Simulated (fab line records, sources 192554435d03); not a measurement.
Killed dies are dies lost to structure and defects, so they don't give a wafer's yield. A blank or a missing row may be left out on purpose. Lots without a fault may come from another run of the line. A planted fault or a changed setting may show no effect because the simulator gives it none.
Problem report in the 8D (eight disciplines) form, filled by code | flow n5_finfet | the parts of the form that need people (team, actions taken, sign-off) are left out

1. THE PROBLEM
spin_speed_rpm at N5_BEOL_M8_COAT_64 reads a mean of 1419.3 rpm on 9 wafers of 3 lots; wafers without a fault read 1500.0 rpm with a standard deviation of 1. That is -81 standard deviations from the usual mean.
The step: time 60 s, resist thk 12 nm.
First seen on wafer L630.1, day 12 04:19, on litho_track-03. The record holds 15 wafers of 5 lots with a number at this step. Rule for "out", or "out of limits": more than 4 standard deviations from the usual mean. The other wafers with a number count as sound.

2. WHAT IT IS AND WHAT IT IS NOT
question                    | is                     | is not
which readings at this step | spin_speed_rpm         | -
which lots                  | L630, L631, L634       | L621, L639
which wafers of those lots  | all that have a number | -
read on which tools         | litho_track-03         | litho_track-04
when                        | from day 12 04:19      | up to then (3 sound wafers); but 3 sound wafers of L639 came after

3. SUSPECTS, AND WHAT RULES EACH OUT
Counting: a tool at a process step up to the reading stays a suspect if it ran every lot that is out and no sound lot after the first of them.
- litho_track-03 at N5_BEOL_M8_COAT_64 (time 60 s, resist thk 12 nm): kept. It ran every lot that is out, first L630 (day 12 04:19), and no sound lot after that; its last sound lot up to then is L621 (day 10 03:01). Its own readings are out on those wafers: spin_speed_rpm.
Left after counting: litho_track-03 at N5_BEOL_M8_COAT_64.

4. THE CAUSE (what the simulator had put in)
Process parameter drift: litho_track-03, from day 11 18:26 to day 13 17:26, at N5_BEOL_M8_COAT_64. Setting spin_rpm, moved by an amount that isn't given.
Counting left only this tool.

5. THE CHAIN OF EFFECTS, in route order
Each row: a reading whose mean over the struck wafers that have a number lies more than 3 standard deviations from the usual. Only readings for which the record gives a usual standard deviation are gone through. hours: the time from each lot's start at the first step in this table that gives one to its start at this step, as a median over the lots. sigmas: the change in usual standard deviations.
hours | step               | reading        | usual      | on struck wafers | change | sigmas
0     | N5_BEOL_M8_COAT_64 | spin_speed_rpm | 1500.0 rpm | 1419.3           | -80.7  | -81
The process steps in it:
- N5_BEOL_M8_COAT_64: time 60 s, resist thk 12 nm.

6. WHAT WOULD HAVE CAUGHT IT SOONER
In this record the first reading out of limits was taken at day 12 04:19, 10 hours after the fault began at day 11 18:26.
